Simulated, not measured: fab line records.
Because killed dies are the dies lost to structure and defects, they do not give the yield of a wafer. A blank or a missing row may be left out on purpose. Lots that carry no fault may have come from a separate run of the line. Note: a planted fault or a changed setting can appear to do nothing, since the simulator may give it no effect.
Which of the tools did it? / flow nand harc / 72 wafers from 24 lots sampled at 3 of the route's 1159 steps

== WHAT THE GAUGES SHOWED, per wafer ==
NHARC_P_M1_CD_MEAS_09 targets a cd of 130 nm. Usual: cd nm reads 130.8 nm (standard deviation 0.7).
lot=L074; measured=day 5 21:26; on=cd sem-02; cd nm (nm)=131.0 131.7 131.6; flag=
lot=L075; measured=day 6 01:14; on=cd sem-03; cd nm (nm)=131.4 131.2 129.4; flag=
lot=L076; measured=day 6 10:38; on=cd sem-02; cd nm (nm)=131.4 130.6 131.0; flag=
lot=L077; measured=day 6 14:17; on=cd sem-02; cd nm (nm)=130.9 131.6 131.3; flag=
lot=L079; measured=day 7 03:29; on=cd sem-03; cd nm (nm)=131.7 131.9 131.2; flag=
lot=L078; measured=day 7 04:17; on=cd sem-02; cd nm (nm)=131.3 132.6 131.7; flag=
lot=L080; measured=day 7 17:21; on=cd sem-03; cd nm (nm)=130.1 130.7 129.6; flag=
lot=L081; measured=day 7 17:59; on=cd sem-02; cd nm (nm)=129.2 131.0 130.8; flag=
lot=L084; measured=day 8 02:32; on=cd sem-03; cd nm (nm)=130.5 130.8 130.2; flag=
lot=L083; measured=day 8 06:19; on=cd sem-02; cd nm (nm)=130.7 130.6 130.5; flag=
lot=L082; measured=day 8 07:26; on=cd sem-03; cd nm (nm)=129.7 130.4 129.2; flag=
lot=L087; measured=day 9 07:33; on=cd sem-03; cd nm (nm)=129.8 130.3 130.7; flag=
lot=L088; measured=day 9 13:44; on=cd sem-03; cd nm (nm)=131.1 131.0 131.7; flag=
lot=L085; measured=day 9 14:37; on=cd sem-02; cd nm (nm)=131.5 131.1 130.9; flag=
lot=L086; measured=day 9 15:19; on=cd sem-03; cd nm (nm)=131.2 130.7 130.5; flag=
lot=L089; measured=day 9 18:03; on=cd sem-02; cd nm (nm)=130.6 130.2 130.5; flag=
lot=L090; measured=day 10 00:34; on=cd sem-02; cd nm (nm)=131.1 131.0 130.5; flag=
lot=L092; measured=day 10 02:42; on=cd sem-03; cd nm (nm)=132.3 131.7 132.8; flag=
lot=L091; measured=day 10 03:35; on=cd sem-03; cd nm (nm)=130.4 130.2 130.3; flag=
lot=L093; measured=day 10 15:27; on=cd sem-02; cd nm (nm)=131.3 129.8 130.6; flag=
lot=L094; measured=day 10 21:14; on=cd sem-03; cd nm (nm)=131.5 131.0 131.5; flag=
lot=L096; measured=day 11 06:01; on=cd sem-02; cd nm (nm)=130.9 130.2 131.0; flag=
lot=L095; measured=day 11 06:50; on=cd sem-02; cd nm (nm)=131.2 131.7 129.9; flag=
lot=L097; measured=day 11 10:38; on=cd sem-02; cd nm (nm)=131.4 130.6 130.8; flag=

== WHICH TOOL RAN EACH LOT (tool, then ch and the chambers of the sampled wafers, then the start) ==
lot=L074; NHARC_P_M0_DEGAS_28=pvd sputter-01, day 5 18:03; NHARC_P_M0_DEP_32=pecvd-01 ch 0,1,2, day 5 20:10
lot=L075; NHARC_P_M0_DEGAS_28=pvd sputter-03, day 5 21:46; NHARC_P_M0_DEP_32=pecvd-01 ch 1,2, day 5 23:38
lot=L076; NHARC_P_M0_DEGAS_28=pvd sputter-01, day 6 07:43; NHARC_P_M0_DEP_32=pecvd-03 ch 1,2, day 6 09:26
lot=L077; NHARC_P_M0_DEGAS_28=pvd sputter-03, day 6 11:22; NHARC_P_M0_DEP_32=pecvd-01 ch 0,1,2, day 6 13:10
lot=L079; NHARC_P_M0_DEGAS_28=pvd sputter-01, day 7 00:35; NHARC_P_M0_DEP_32=pecvd-04 ch 1,2, day 7 02:29
lot=L078; NHARC_P_M0_DEGAS_28=pvd sputter-01, day 7 01:20; NHARC_P_M0_DEP_32=pecvd-01 ch 1,2, day 7 03:05
lot=L080; NHARC_P_M0_DEGAS_28=pvd sputter-02, day 7 14:20; NHARC_P_M0_DEP_32=pecvd-03 ch 0,1, day 7 16:06
lot=L081; NHARC_P_M0_DEGAS_28=pvd sputter-03, day 7 14:55; NHARC_P_M0_DEP_32=pecvd-01 ch 0,1,2, day 7 16:52
lot=L084; NHARC_P_M0_DEGAS_28=pvd sputter-03, day 7 23:37; NHARC_P_M0_DEP_32=pecvd-01 ch 0,1,2, day 8 01:25
lot=L083; NHARC_P_M0_DEGAS_28=pvd sputter-02, day 8 03:04; NHARC_P_M0_DEP_32=pecvd-03 ch 1,2, day 8 05:04
lot=L082; NHARC_P_M0_DEGAS_28=pvd sputter-01, day 8 04:20; NHARC_P_M0_DEP_32=pecvd-03 ch 0,1, day 8 06:16
lot=L087; NHARC_P_M0_DEGAS_28=pvd sputter-01, day 9 04:37; NHARC_P_M0_DEP_32=pecvd-01 ch 0,1,2, day 9 06:26
lot=L088; NHARC_P_M0_DEGAS_28=pvd sputter-01, day 9 10:53; NHARC_P_M0_DEP_32=pecvd-03 ch 1,2, day 9 12:38
lot=L085; NHARC_P_M0_DEGAS_28=pvd sputter-03, day 9 11:26; NHARC_P_M0_DEP_32=pecvd-03 ch 1,2, day 9 13:23
lot=L086; NHARC_P_M0_DEGAS_28=pvd sputter-02, day 9 12:13; NHARC_P_M0_DEP_32=pecvd-03 ch 0,1,2, day 9 13:57
lot=L089; NHARC_P_M0_DEGAS_28=pvd sputter-01, day 9 14:59; NHARC_P_M0_DEP_32=pecvd-03 ch 0,1,2, day 9 16:46
lot=L090; NHARC_P_M0_DEGAS_28=pvd sputter-01, day 9 21:46; NHARC_P_M0_DEP_32=pecvd-01 ch 0,1, day 9 23:28
lot=L092; NHARC_P_M0_DEGAS_28=pvd sputter-03, day 9 23:47; NHARC_P_M0_DEP_32=pecvd-01 ch 0,1,2, day 10 01:33
lot=L091; NHARC_P_M0_DEGAS_28=pvd sputter-01, day 10 00:37; NHARC_P_M0_DEP_32=pecvd-01 ch 0,1, day 10 02:22
lot=L093; NHARC_P_M0_DEGAS_28=pvd sputter-01, day 10 12:13; NHARC_P_M0_DEP_32=pecvd-01 ch 0,1, day 10 14:25
lot=L094; NHARC_P_M0_DEGAS_28=pvd sputter-03, day 10 18:18; NHARC_P_M0_DEP_32=pecvd-04 ch 0,1,2, day 10 20:14
lot=L096; NHARC_P_M0_DEGAS_28=pvd sputter-02, day 11 03:04; NHARC_P_M0_DEP_32=pecvd-04 ch 0,1,2, day 11 04:54
lot=L095; NHARC_P_M0_DEGAS_28=pvd sputter-03, day 11 04:01; NHARC_P_M0_DEP_32=pecvd-03 ch 1,2, day 11 05:46
lot=L097; NHARC_P_M0_DEGAS_28=pvd sputter-01, day 11 07:42; NHARC_P_M0_DEP_32=pecvd-03 ch 0,1, day 11 09:28
- NHARC_P_M0_DEGAS_28: time 60 s.
- NHARC_P_M0_DEP_32: deposits SiCN, target thk 30 nm.

== AS READ BY THE TOOLS THEMSELVES (means over the sampled wafers that have a number; for cases with no such wafer, the mark the record gives instead) ==
NHARC_P_M0_DEGAS_28. Usual: heater power w reads 328 W (standard deviation 37).
lot=L074; tool=pvd sputter-01; heater power w (W)=312; flag=
lot=L075; tool=pvd sputter-03; heater power w (W)=321; flag=
lot=L076; tool=pvd sputter-01; heater power w (W)=292; flag=
lot=L077; tool=pvd sputter-03; heater power w (W)=303; flag=
lot=L079; tool=pvd sputter-01; heater power w (W)=353; flag=
lot=L078; tool=pvd sputter-01; heater power w (W)=351; flag=
lot=L080; tool=pvd sputter-02; heater power w (W)=338; flag=
lot=L081; tool=pvd sputter-03; heater power w (W)=329; flag=
lot=L084; tool=pvd sputter-03; heater power w (W)=343; flag=
lot=L083; tool=pvd sputter-02; heater power w (W)=357; flag=
lot=L082; tool=pvd sputter-01; heater power w (W)=352; flag=
lot=L087; tool=pvd sputter-01; heater power w (W)=314; flag=
lot=L088; tool=pvd sputter-01; heater power w (W)=315; flag=
lot=L085; tool=pvd sputter-03; heater power w (W)=309; flag=
lot=L086; tool=pvd sputter-02; heater power w (W)=342; flag=
lot=L089; tool=pvd sputter-01; heater power w (W)=307; flag=
lot=L090; tool=pvd sputter-01; heater power w (W)=342; flag=
lot=L092; tool=pvd sputter-03; heater power w (W)=320; flag=
lot=L091; tool=pvd sputter-01; heater power w (W)=308; flag=
lot=L093; tool=pvd sputter-01; heater power w (W)=353; flag=
lot=L094; tool=pvd sputter-03; heater power w (W)=318; flag=
lot=L096; tool=pvd sputter-02; heater power w (W)=348; flag=
lot=L095; tool=pvd sputter-03; heater power w (W)=311; flag=
lot=L097; tool=pvd sputter-01; heater power w (W)=314; flag=

NHARC_P_M0_DEP_32. Usual: heater power w reads 571 W (standard deviation 45).
lot=L074; tool=pecvd-01; heater power w (W)=564; flag=
lot=L075; tool=pecvd-01; heater power w (W)=601; flag=
lot=L076; tool=pecvd-03; heater power w (W)=564; flag=
lot=L077; tool=pecvd-01; heater power w (W)=590; flag=
lot=L079; tool=pecvd-04; heater power w (W)=516; flag=
lot=L078; tool=pecvd-01; heater power w (W)=631; flag=
lot=L080; tool=pecvd-03; heater power w (W)=552; flag=
lot=L081; tool=pecvd-01; heater power w (W)=580; flag=
lot=L084; tool=pecvd-01; heater power w (W)=615; flag=
lot=L083; tool=pecvd-03; heater power w (W)=582; flag=
lot=L082; tool=pecvd-03; heater power w (W)=562; flag=
lot=L087; tool=pecvd-01; heater power w (W)=581; flag=
lot=L088; tool=pecvd-03; heater power w (W)=542; flag=
lot=L085; tool=pecvd-03; heater power w (W)=542; flag=
lot=L086; tool=pecvd-03; heater power w (W)=560; flag=
lot=L089; tool=pecvd-03; heater power w (W)=584; flag=
lot=L090; tool=pecvd-01; heater power w (W)=536; flag=
lot=L092; tool=pecvd-01; heater power w (W)=568; flag=
lot=L091; tool=pecvd-01; heater power w (W)=540; flag=
lot=L093; tool=pecvd-01; heater power w (W)=586; flag=
lot=L094; tool=pecvd-04; heater power w (W)=566; flag=
lot=L096; tool=pecvd-04; heater power w (W)=542; flag=
lot=L095; tool=pecvd-03; heater power w (W)=610; flag=
lot=L097; tool=pecvd-03; heater power w (W)=571; flag=

== THE ANSWER, worked out from the rows above alone ==
Rule: a lot is off if the mean of its wafers that have a number lies more than 3 standard deviations from the usual mean. Also off: a lot with no number at a reading for which 4 or more lots have one. The other lots that the step has rows for count as sound. After the gauges, taken in route order, come the tools' own readings; for these a lot's mean is taken, as printed above. The first step at which some lot is off is used, and at that step the reading that is off furthest; a lot without a number counts as furthest.
No lot is off at any reading shown: from this, nothing can be told.

== WHAT THE SIMULATOR PUT IN ==
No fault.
